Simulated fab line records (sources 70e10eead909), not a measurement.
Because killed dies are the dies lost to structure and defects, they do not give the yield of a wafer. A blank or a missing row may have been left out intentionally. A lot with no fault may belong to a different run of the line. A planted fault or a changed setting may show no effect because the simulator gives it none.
fab line records ; flow nand_harc
[record] lots = 5; wafers = 15; last_day = 34
route steps=1302 shown P_BONDPAD@360
lots that met no fault: taken from a fault-free run of the same line
start_h: hours from the record's opening day to when the first of the lot's shown wafers began ; wait_h: time in hours since the lot's previous step ; " as in the row above ; L1.1+2: several wafers, shown together as one row ; - no value present, or no start provided ; * or withheld: withheld ; < > ~ a bound
route shown NAME@n: a module of which the file shows steps, and the number in the route of the first ; usual: mean/standard deviation of fault-free wafers ; same: alike in all rows ; chamber/n: place in a boat ; sites: each site's reading ; _std_site: standard deviation across them ; _edge_site: outer sites' mean less inner sites' ; radius_mm: how far each site lies from the wafer's centre ; mask NAME#n: copy n ; behind: the tool/chamber that last shaped the wafer ; hold: what put the lot on hold/how long, in hours/how the hold closed ; device: the n, p or np transistor that did not switch ; end of line: at the end of the route, the tests of the same wafers ; a step with no rows: only its recipe ; killed: the dies lost at the first sort to structure and to defects; this is not the yield of the wafer ; map: the dies of a wafer, with x for killed, . for not killed, _ for no die there
set.NAME: the setting the step ran with; set.NAME@STEP: the setting that earlier step ran with ; model.NAME: the simulator's own value behind a step, which no gauge read
lots at some steps of the route; a table a step, a row a wafer
services: from which hour (start_h, from the record's first day; less than 0 if before it) a tool's chamber was out of use, for how many hours, and why
[[steps]]
[step NHARC_P_BONDPAD_EBR_05]
[step NHARC_P_BONDPAD_EXPOSE_06]
[recipe] na = 0.55; dose_mj = 37.06; mask_id = P_BPAD
[step NHARC_P_BONDPAD_PEB_07]
[recipe] peb_temp_c = 128; peb_time_s = 80
[step NHARC_P_BONDPAD_DEVELOP_08]
[recipe] time_s = 50; dev_temp_c = 22
[step NHARC_P_BONDPAD_CD_MEAS_09]
[recipe] target_cd_nm = 500; landing_energy_ev = 500
[usual] cd_nm = 502.5/2
lot.wafer;tool;chamber;start_h;wait_h;cd_nm
L744.1;cd_sem-02;0;175.40;-;500.2
L744.2;cd_sem-02;0;175.40;-;503.3
L744.5;cd_sem-02;0;175.40;-;503.6
L747.2;cd_sem-01;0;203.48;-;503.5
L747.3;cd_sem-01;0;203.48;-;499.4
L747.5;cd_sem-01;0;203.48;-;501.9
L750.1;cd_sem-02;0;231.75;-;500.9
L750.5;cd_sem-02;0;231.75;-;501.0
L750.6;cd_sem-02;0;231.75;-;501.6
L757.1;cd_sem-03;0;298.45;-;498.2
L757.2;cd_sem-03;0;298.45;-;503.1
L757.4;cd_sem-03;0;298.45;-;499.7
L763.1;cd_sem-02;0;371.26;-;501.8
L763.3;cd_sem-02;0;371.26;-;504.3
L763.4;cd_sem-02;0;371.26;-;500.9
[step NHARC_P_BONDPAD_OVL_MEAS_38]
[usual] overlay_x_nm = 0/5.9; overlay_y_nm = -1/4.9
lot.wafer;tool;chamber;start_h;wait_h;overlay_x_nm;overlay_y_nm
L744.1;overlay-01;-;175.49;-;-3;-3
L744.2;overlay-01;-;175.49;-;-3;-3
L744.5;overlay-01;-;175.49;-;-3;-3
L747.2;overlay-01;-;203.57;-;9;-3
L747.3;overlay-01;-;203.57;-;10;-3
L747.5;overlay-01;-;203.57;-;9;-4
L750.1;overlay-02;-;231.84;-;1;5
L750.5;overlay-02;-;231.84;-;1;5
L750.6;overlay-02;-;231.84;-;1;5
L757.1;overlay-01;-;298.54;-;-3;-2
L757.2;overlay-01;-;298.54;-;-3;-2
L757.4;overlay-01;-;298.54;-;-3;-2
L763.1;overlay-01;-;371.35;-;6;4
L763.3;overlay-01;-;371.35;-;7;4
L763.4;overlay-01;-;371.35;-;7;4
[step NHARC_P_BONDPAD_HARDBAKE_10]
[recipe] temp_c = 118; time_s = 65
[step NHARC_P_BONDPAD_DESCUM_11]
[recipe] time_s = 3; o2_flow_sccm = 200; ar_flow_sccm = 0; bias_power_w = 0; chemistry = O2
[usual] drypump_motor_current_A = 6.0/0.4; oes_product_au = 0.997/0.013; rf_vpp_V = 57.6/0.8; showerhead_plenum_p_Torr = 1.92/0.065; throttle_valve_pct = 11.311/0.0089
lot.wafer;tool;chamber;start_h;wait_h;drypump_motor_current_A;oes_product_au;rf_hours_counter_h;rf_vpp_V;showerhead_plenum_p_Torr;throttle_valve_pct
L744.1;rie_diel-12;0;175.63;-;5.9;1.001;5.7;57.9;1.98;11.297
L744.2;rie_diel-12;1;175.63;-;6.5;0.989;5.9;57.4;1.91;11.325
L744.5;rie_diel-12;1;175.63;-;6.5;0.982;-;57.0;1.91;11.308
L747.3;rie_diel-12;0;203.70;-;5.9;1.000;7.0;57.1;1.98;11.307
L747.2;rie_diel-12;2;203.70;-;5.7;1.024;5.3;58.1;1.90;11.316
L747.5;rie_diel-12;3;203.70;-;6.4;1.019;-;57.8;1.94;11.306
L750.1;rie_diel-08;3;231.98;-;6.6;1.002;1.7;58.4;1.79;11.319
L750.5;rie_diel-08;1;231.98;-;5.9;1.000;-;57.9;1.95;11.324
L750.6;rie_diel-08;2;231.98;-;6.5;1.002;-;55.5;1.95;11.323
L757.2;rie_diel-08;2;298.66;-;6.6;0.986;5.4;57.0;1.95;11.298
L757.1;rie_diel-08;3;298.66;-;6.6;1.004;5.0;57.9;1.79;11.325
L757.4;rie_diel-08;0;298.66;-;5.7;0.993;5.3;56.4;1.88;11.314
L763.1;rie_diel-12;0;371.49;-;5.9;0.986;5.8;58.0;1.97;11.306
L763.3;rie_diel-12;2;371.49;-;5.8;1.010;5.4;56.8;1.90;11.327
L763.4;rie_diel-12;3;371.49;-;6.3;1.007;4.8;56.8;1.94;11.309
[step NHARC_P_BONDPAD_ETCH_37]
[recipe] target_depth_a = 600; overetch_a = 180; time_s = 65.91; ion_energy_ev = 200; n2_flow_sccm = 150; h2_flow_sccm = 150; ar_flow_sccm = 0; rf_w = 400; bias_w = 150; chemistry = N2/H2
[usual] drypump_motor_current_A = 6.0/0.42; oes_product_au = 0.997/0.014; rf_vpp_V = 430.8/2.1; showerhead_plenum_p_Torr = 2.05/0.072; throttle_valve_pct = 14.171/0.0091
lot.wafer;tool;chamber;start_h;wait_h;drypump_motor_current_A;oes_product_au;rf_hours_counter_h;rf_vpp_V;showerhead_plenum_p_Torr;throttle_valve_pct
L744.1;rie_diel-12;0;175.72;0.1;6.0;0.985;5.7;432.2;2.11;14.175
L744.2;rie_diel-12;3;175.72;0.1;6.4;1.011;2.9;432.6;2.07;14.161
L744.5;rie_diel-12;1;175.72;0.1;6.5;0.988;-;431.2;2.03;14.170
L747.2;rie_diel-12;3;203.77;0.1;6.3;1.021;4.0;432.5;2.07;14.184
L747.3;rie_diel-12;0;203.77;0.1;5.9;0.988;7.0;432.2;2.11;14.159
L747.5;rie_diel-12;3;203.77;0.1;6.3;1.029;-;431.1;2.07;14.158
L750.1;rie_diel-08;3;232.06;0.1;6.6;0.992;1.7;426.4;1.90;14.173
L750.6;rie_diel-08;1;232.06;0.1;5.9;0.998;-;431.8;2.08;14.183
L750.5;rie_diel-08;2;232.06;0.1;6.6;0.994;-;430.7;2.08;14.179
L757.2;rie_diel-08;0;298.75;0.1;5.6;0.978;5.3;430.5;2.00;14.175
L757.1;rie_diel-08;1;298.75;0.1;6.0;0.999;5.7;431.2;2.08;14.153
L757.4;rie_diel-08;2;298.75;0.1;6.6;0.989;5.4;430.8;2.08;14.174
L763.3;rie_diel-12;0;371.58;0.1;5.9;0.983;5.8;432.8;2.11;14.168
L763.4;rie_diel-12;1;371.58;0.1;6.5;0.988;5.4;429.1;2.03;14.171
L763.1;rie_diel-12;2;371.58;0.1;5.8;1.015;5.4;430.6;2.02;14.171
[step NHARC_P_BONDPAD_ETCH_12]
[recipe] target_depth_a = 2000; time_s = 100; chf3_flow_sccm = 50; o2_flow_sccm = 10; ar_flow_sccm = 200; rf_w = 500; bias_w = 200; chemistry = CHF3/O2
[usual] chf3_flow_sccm = 50.00/0.16; drypump_motor_current_A = 6.0/0.41; oes_product_au = 0.936/0.025; rf_vpp_V = 370.9/1.8; showerhead_plenum_p_Torr = 2.42/0.078; throttle_valve_pct = 20.573/0.0088
lot.wafer;tool;chamber;start_h;wait_h;chf3_flow_sccm;drypump_motor_current_A;oes_product_au;rf_hours_counter_h;rf_vpp_V;showerhead_plenum_p_Torr;throttle_valve_pct
L744.1;rie_diel-12;1;-;-;49.87;6.5;0.918;6.0;370.1;2.39;20.581
L744.2;rie_diel-12;3;-;-;49.87;6.3;0.956;3.0;371.0;2.43;20.580
L744.5;rie_diel-12;3;-;-;50.01;6.3;0.975;-;371.7;2.43;20.584
L747.2;rie_diel-12;0;-;-;49.94;6.0;0.959;7.0;370.9;2.48;20.583
L747.3;rie_diel-12;1;-;-;49.75;6.5;0.964;7.2;370.3;2.39;20.575
L747.5;rie_diel-12;0;-;-;49.89;5.9;0.965;-;372.1;2.48;20.574
L750.1;rie_diel-08;1;-;-;50.01;5.9;0.924;1.2;371.8;2.45;20.573
L750.6;rie_diel-08;0;-;-;50.05;5.7;0.914;-;368.9;2.36;20.560
L750.5;rie_diel-08;1;-;-;50.17;5.9;0.927;-;371.9;2.45;20.569
L757.1;rie_diel-08;3;-;-;49.77;6.6;0.924;5.1;368.0;2.25;20.586
L757.2;rie_diel-08;1;-;-;49.81;5.9;0.926;5.7;370.6;2.45;20.568
L757.4;rie_diel-08;2;-;-;49.98;6.5;0.917;5.4;370.8;2.45;20.577
L763.4;rie_diel-12;2;-;-;50.14;5.7;0.943;5.4;370.4;2.38;20.575
L763.1;rie_diel-12;3;-;-;49.83;6.3;0.931;4.8;371.3;2.43;20.567
L763.3;rie_diel-12;0;-;-;49.89;6.0;0.915;5.9;373.6;2.48;20.578
[step NHARC_P_BONDPAD_CD_MEAS_13]
[usual] cd_nm = 501.7/2.2
lot.wafer;tool;chamber;start_h;wait_h;cd_nm
L744.1;cd_sem-01;-;175.99;-;500.5
L744.2;cd_sem-01;-;175.99;-;503.0
L744.5;cd_sem-01;-;175.99;-;502.8
L747.2;cd_sem-03;-;204.00;-;500.9
L747.3;cd_sem-03;-;204.00;-;500.1
L747.5;cd_sem-03;-;204.00;-;501.2
L750.1;cd_sem-03;-;232.28;-;499.9
L750.5;cd_sem-03;-;232.28;-;499.0
L750.6;cd_sem-03;-;232.28;-;501.3
L757.1;cd_sem-01;-;298.97;-;497.9
L757.2;cd_sem-01;-;298.97;-;503.0
L757.4;cd_sem-01;-;298.97;-;499.1
L763.1;cd_sem-02;-;371.81;-;501.5
L763.3;cd_sem-02;-;371.81;-;503.5
L763.4;cd_sem-02;-;371.81;-;500.4
[step NHARC_P_BONDPAD_STRIP_15]
[recipe] o2_flow_sccm = 500; ar_flow_sccm = 0; bias_w = 0; chemistry = O2
[usual] drypump_motor_current_A = 6.0/0.45; oes_product_au = 0.994/0.014; rf_vpp_V = 57.9/0.91; showerhead_plenum_p_Torr = 3.54/0.13; throttle_valve_pct = 17.037/0.0087
lot.wafer;tool;chamber;start_h;wait_h;drypump_motor_current_A;oes_product_au;rf_hours_counter_h;rf_vpp_V;showerhead_plenum_p_Torr;throttle_valve_pct
L744.2;rie_diel-07;3;176.09;0.1;5.7;0.983;1.3;58.2;3.59;17.048
L744.1;rie_diel-07;0;176.09;0.1;5.9;0.969;1.1;56.7;3.75;17.030
L744.5;rie_diel-07;1;176.09;0.1;5.0;0.995;-;58.0;3.64;17.034
L747.2;rie_diel-08;1;204.08;0.1;5.9;0.994;0.0;58.4;3.60;17.037
L747.3;rie_diel-08;0;204.08;0.1;5.7;0.989;0.1;59.5;3.47;17.043
L747.5;rie_diel-08;2;204.08;0.1;6.6;0.994;-;57.2;3.59;17.042
L750.1;rie_diel-07;0;232.39;0.1;5.8;0.972;2.7;58.1;3.75;17.038
L750.6;rie_diel-07;2;232.39;0.1;6.1;0.972;-;56.8;3.34;17.028
L750.5;rie_diel-07;3;232.39;0.1;5.7;0.993;-;57.6;3.59;17.026
L757.2;rie_diel-08;1;299.05;0.1;5.9;0.996;5.7;58.3;3.59;17.019
L757.4;rie_diel-08;2;299.05;0.1;6.5;0.990;5.5;58.1;3.59;17.025
L757.1;rie_diel-08;3;299.05;0.1;6.6;1.008;5.1;58.9;3.31;17.047
L763.4;rie_diel-12;3;371.88;0.1;6.4;1.007;4.8;59.2;3.57;17.056
L763.3;rie_diel-12;1;371.88;0.1;6.5;0.988;5.4;57.2;3.51;17.046
L763.1;rie_diel-12;2;371.88;0.1;5.8;1.024;5.5;59.0;3.50;17.029
[step NHARC_P_BONDPAD_ETCH_24]
[recipe] target_depth_a = 300; over_etch_frac = 0.3; time_s = 72.99; ion_energy_ev = 150; cf4_flow_sccm = 50; n2_flow_sccm = 100; ar_flow_sccm = 150; rf_w = 300; bias_w = 100; chemistry = CF4/N2
[usual] drypump_motor_current_A = 6.0/0.43; oes_product_au = 0.992/0.012; rf_vpp_V = 314.4/1.9; showerhead_plenum_p_Torr = 2.64/0.097; throttle_valve_pct = 19.794/0.0095
lot.wafer;tool;chamber;start_h;wait_h;drypump_motor_current_A;oes_product_au;rf_hours_counter_h;rf_vpp_V;showerhead_plenum_p_Torr;throttle_valve_pct
L744.2;rie_diel-07;3;176.22;-;5.6;0.976;1.4;314.6;2.67;19.779
L744.1;rie_diel-07;0;176.22;-;5.8;0.965;1.1;316.9;2.80;19.812
L744.5;rie_diel-07;3;176.22;-;5.6;0.979;-;314.1;2.67;19.797
L747.3;rie_diel-08;3;204.24;-;6.6;1.001;0.1;312.7;2.46;19.792
L747.2;rie_diel-08;0;204.24;-;5.7;0.996;0.1;313.3;2.58;19.790
L747.5;rie_diel-08;1;204.24;-;5.9;0.998;-;314.4;2.68;19.804
L750.1;rie_diel-07;0;232.53;-;5.8;0.753;2.7;316.4;2.80;19.813
L750.6;rie_diel-07;1;232.53;-;5.0;0.982;-;315.7;2.71;19.804
L750.5;rie_diel-07;2;232.53;-;6.1;0.986;-;312.6;2.48;19.796
L757.2;rie_diel-08;2;299.21;-;6.5;0.987;5.5;314.9;2.67;19.783
L757.4;rie_diel-08;3;299.21;-;6.6;1.004;5.2;310.6;2.46;19.784
L757.1;rie_diel-08;0;299.21;-;5.7;0.992;5.4;314.3;2.58;19.780
L763.4;rie_diel-12;3;372.03;-;6.3;1.014;4.9;314.2;2.66;19.786
L763.3;rie_diel-12;0;372.03;-;5.9;0.986;5.9;315.8;2.71;19.808
L763.1;rie_diel-12;1;372.03;-;6.5;0.980;5.5;313.7;2.61;19.779
[step NHARC_P_BONDPAD_STRIP_16]
[recipe] time_s = 600; temp_c = 30; chemistry = post_etch_residue_remover
[[services]]
tool;chamber;start_h;hours;kind
rie_diel-12;2;165.69;20.1;repair
rie_diel-12;0;173.90;-;clean
rie_diel-12;1;173.90;-;clean
rie_diel-12;3;173.90;-;clean
rie_diel-08;2;179.00;7.0;repair
rie_diel-08;1;180.40;14.0;repair
rie_diel-08;-;190.80;9.0;pm
rie_diel-12;0;198.45;-;clean
rie_diel-12;1;198.45;-;clean
rie_diel-12;2;198.45;-;clean
rie_diel-12;-;218.04;0.4;repair
rie_diel-12;0;227.54;5.6;repair
rie_diel-07;2;233.50;3.3;repair
rie_diel-07;3;259.92;6.5;repair
rie_diel-12;-;268.40;9.0;pm
rie_diel-07;0;277.87;10.2;repair
rie_diel-12;2;293.96;1.9;repair
rie_diel-07;-;294.20;9.0;pm
rie_diel-08;2;307.16;6.4;repair
rie_diel-12;3;335.88;17.3;repair
rie_diel-08;0;339.88;4.7;repair
rie_diel-08;2;341.29;9.0;repair
rie_diel-07;1;346.68;12.2;repair
rie_diel-08;-;367.80;9.0;pm
[[key]]
[first_sign] step = NHARC_P_BONDPAD_ETCH_24; reading = oes_product_au; direction = down; sigmas = 19; usual = 0.992; struck = 0.753
effect none on later readings
met_at NHARC_P_BONDPAD_ETCH_24
struck_wafers L750.1
later_rows_left_out L750.1
sort_left_out L750.1
onset_between 176.22 232.53
[fault] kind = process_parameter_drift; tool = rie_diel-07; chamber = 0; onset_h = 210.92; steps = NHARC_P_BONDPAD_ETCH_24; channel = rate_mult; offset = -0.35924; shape = step; end_h = 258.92
// sort_left_out: the simulated sort isn't trusted on such a fault, so these wafers' sort isn't shown, and their yield isn't known
// later_rows_left_out: the simulator's readings of these wafers behind a module that went badly wrong aren't trusted and aren't shown, but for the sort
